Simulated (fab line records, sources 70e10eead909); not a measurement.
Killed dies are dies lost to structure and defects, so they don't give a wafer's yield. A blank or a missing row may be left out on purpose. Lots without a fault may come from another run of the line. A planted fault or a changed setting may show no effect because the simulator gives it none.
Which tool did it? | flow nand_harc | 12 lots, 36 wafers sampled, at 3 steps of a route of 1159

WHAT THE GAUGES READ, wafer by wafer
NHARC_A_M1_OVL_MEAS_10: pitch 240 nm.
lot  | measured     | on         | overlay_x_nm (nm)
L075 | day 18 08:31 | overlay-01 | 1.3 1.0 1.2
L076 | day 18 11:14 | overlay-02 | 0.2 0.2 0.7
L078 | day 19 08:58 | overlay-02 | 0.6 -0.5 0.2
L081 | day 19 12:42 | overlay-01 | -0.2 0.1 -0.2
L084 | day 20 08:52 | overlay-01 | -0.7 -0.1 -0.7
L083 | day 21 03:02 | overlay-02 | -1.5 -1.6 -1.5
L087 | day 21 18:49 | overlay-02 | 0.1 -0.1 0.3
L090 | day 22 11:06 | overlay-02 | 1.3 0.6 1.0
L088 | day 22 13:33 | overlay-02 | -0.2 -0.3 -0.9
L093 | day 22 21:41 | overlay-01 | 0.8 0.9 1.0
L095 | day 23 01:03 | overlay-01 | -1.3 -1.0 -1.5
L096 | day 23 11:15 | overlay-02 | 2.0 1.9 1.6

WHICH TOOL RAN EACH LOT (tool, then ch and the chambers of the sampled wafers, then the start)
lot  | NHARC_A_CONTACT_ETCH_30                       | NHARC_A_M0_CMP_23
L075 | rie_diel-10 ch 0,1,2, day 18 05:32 or earlier | cmp-02 ch 1,2, day 18 05:32
L076 | rie_diel-09 ch 0,1,2, day 18 09:16 or earlier | cmp-02 ch 2,3, day 18 09:16
L078 | rie_diel-07 ch 0,3, day 19 06:53 or earlier   | cmp-01 ch 1,2,3, day 19 06:53
L081 | rie_diel-10 ch 1,2,3, day 19 10:53 or earlier | cmp-01 ch 0,3, day 19 10:53
L084 | rie_diel-07 ch 0,1, day 20 06:45 or earlier   | cmp-03 ch 0,3, day 20 06:45
L083 | rie_diel-07 ch 1,2,3, day 21 01:07 or earlier | cmp-01 ch 1,2,3, day 21 01:07
L087 | rie_diel-09 ch 1,2, day 21 16:53 or earlier   | cmp-02 ch 0,3, day 21 16:53
L090 | rie_diel-10 ch 0,2, day 22 09:13 or earlier   | cmp-03 ch 0,2,3, day 22 09:13
L088 | rie_diel-09 ch 2,3, day 22 11:28 or earlier   | cmp-03 ch 0,2, day 22 11:28
L093 | rie_diel-09 ch 0,1,3, day 22 19:46 or earlier | cmp-01 ch 2,3, day 22 19:46
L095 | rie_diel-10 ch 0,2,3, day 22 22:55 or earlier | cmp-01 ch 1,2,3, day 22 22:55
L096 | rie_diel-10 ch 0,1,2, day 23 09:26 or earlier | cmp-01 ch 2,3, day 23 09:26
- NHARC_A_CONTACT_ETCH_30: etches the open film in CF4/CHF3, target depth 60.5 nm, time 30.2 s.
- NHARC_A_M0_CMP_23: polishes, t overpolish 20 s, target thk 113.75 nm.

THE ANSWER, worked out from the rows above alone
Rule: what is usual is taken from the lots themselves. Put in order of their means at a reading, lots are off if they are a third of the lots or fewer, leave a main group of 4 or more, and stand apart from it by a gap of 3 or more times the standard deviation of the main group's means; of several such gaps the widest counts. A main group whose means are all the same, to the digits that the tables above print for the reading, isn't used. A lot without any number at a reading at which 4 lots or more have one is off too. The other lots that the step has rows for count as sound.
No lot is off at any reading shown: from this, nothing can be told.

WHAT THE SIMULATOR HAD PUT IN
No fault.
